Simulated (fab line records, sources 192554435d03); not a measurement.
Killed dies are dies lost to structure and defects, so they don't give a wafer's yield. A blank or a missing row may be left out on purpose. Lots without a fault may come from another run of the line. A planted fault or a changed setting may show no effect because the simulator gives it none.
Chamber matching | flow n5_finfet | N5_BEOL_M9_ETCH_65 on rie_diel-06: 4 sister chambers
The step etches SiARC in CF4, target depth 15.6 nm, time 26 s. 20 wafers are shown with their chamber, then 10 later ones without.

WAFERS WITH THEIR CHAMBER
wafer  | chamber | throttle_valve_pct (%) | oes_product_au (a.u.) | showerhead_plenum_p_Torr (Torr)
L074.3 | 2       | 15.86                  | 0.58                  | 2.11
L074.4 | 1       | 15.82                  | 0.62                  | 2.12
L074.6 | 2       | 15.84                  | 0.58                  | 2.11
L077.3 | 0       | 15.53                  | 0.66                  | 2.08
L077.4 | 2       | 15.87                  | 0.57                  | 2.10
L077.6 | 1       | 15.85                  | 0.61                  | 2.12
L078.2 | 2       | 15.88                  | 0.58                  | 2.10
L078.3 | 3       | 15.49                  | 0.71                  | 2.18
L078.6 | 3       | 15.49                  | 0.72                  | 2.18
L080.4 | 0       | 15.54                  | 0.66                  | 2.08
L080.5 | 0       | 15.53                  | 0.66                  | 2.08
L080.6 | 1       | 15.89                  | 0.61                  | 2.12
L083.1 | 3       | 15.49                  | 0.71                  | 2.18
L083.4 | 0       | 15.55                  | 0.66                  | 2.08
L083.6 | 1       | 15.88                  | 0.60                  | 2.12
L085.1 | 0       | 15.56                  | 0.65                  | 2.07
L085.2 | 1       | 15.89                  | 0.61                  | 2.11
L085.3 | 3       | 15.53                  | 0.70                  | 2.17
L086.2 | 1       | 15.90                  | 0.60                  | 2.11
L086.3 | 0       | 15.54                  | 0.65                  | 2.07

SIGNATURES (means of the wafers above)
reading                  | chamber 0 | chamber 1 | chamber 2 | chamber 3 | scatter within a chamber
throttle_valve_pct       | 15.5417   | 15.8717   | 15.8625   | 15.5000   | 0.0216
oes_product_au           | 0.6567    | 0.6083    | 0.5775    | 0.7100    | 0.00657
showerhead_plenum_p_Torr | 2.0767    | 2.1167    | 2.1050    | 2.1775    | 0.00525
Rule: a wafer's distance from a chamber is the root of the sum, over the readings, of the square of ((its reading less the chamber's mean) divided by the reading's scatter). The wafer belongs to the nearest chamber; if the next one is less than 2 further off, it can't be placed. The scatter: the root of (the sum of the squares of (reading less its chamber's mean) over the shown wafers, divided by (wafers less chambers)).

WAFERS WITHOUT THEIR CHAMBER
wafer  | throttle_valve_pct (%) | oes_product_au (a.u.) | showerhead_plenum_p_Torr (Torr)
L086.4 | 15.45                  | 0.83                  | 2.10
L093.1 | 15.57                  | 0.64                  | 2.07
L093.3 | 15.92                  | 0.60                  | 2.11
L093.4 | 15.47                  | 0.79                  | 2.10
L092.1 | 15.46                  | 0.79                  | 2.10
L092.2 | 15.57                  | 0.64                  | 2.07
L092.3 | 15.92                  | 0.59                  | 2.11
L095.2 | 15.91                  | 0.59                  | 2.11
L095.5 | 15.92                  | 0.59                  | 2.11
L095.6 | 15.58                  | 0.64                  | 2.07

WHICH CHAMBER EACH WENT THROUGH
wafer  | from the rows above     | in truth
L086.4 | 3                       | 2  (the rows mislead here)
L093.1 | 0                       | 0
L093.3 | can't be placed: 1 or 2 | 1
L093.4 | can't be placed: 3 or 0 | 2
L092.1 | can't be placed: 3 or 0 | 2
L092.2 | 0                       | 0
L092.3 | can't be placed: 2 or 1 | 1
L095.2 | can't be placed: 2 or 1 | 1
L095.5 | can't be placed: 2 or 1 | 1
L095.6 | 0                       | 0
Placed correctly: 3 of 10. Can't be placed from these rows: 6 (the true chamber is among the candidates in 4). Placed wrongly: 1.
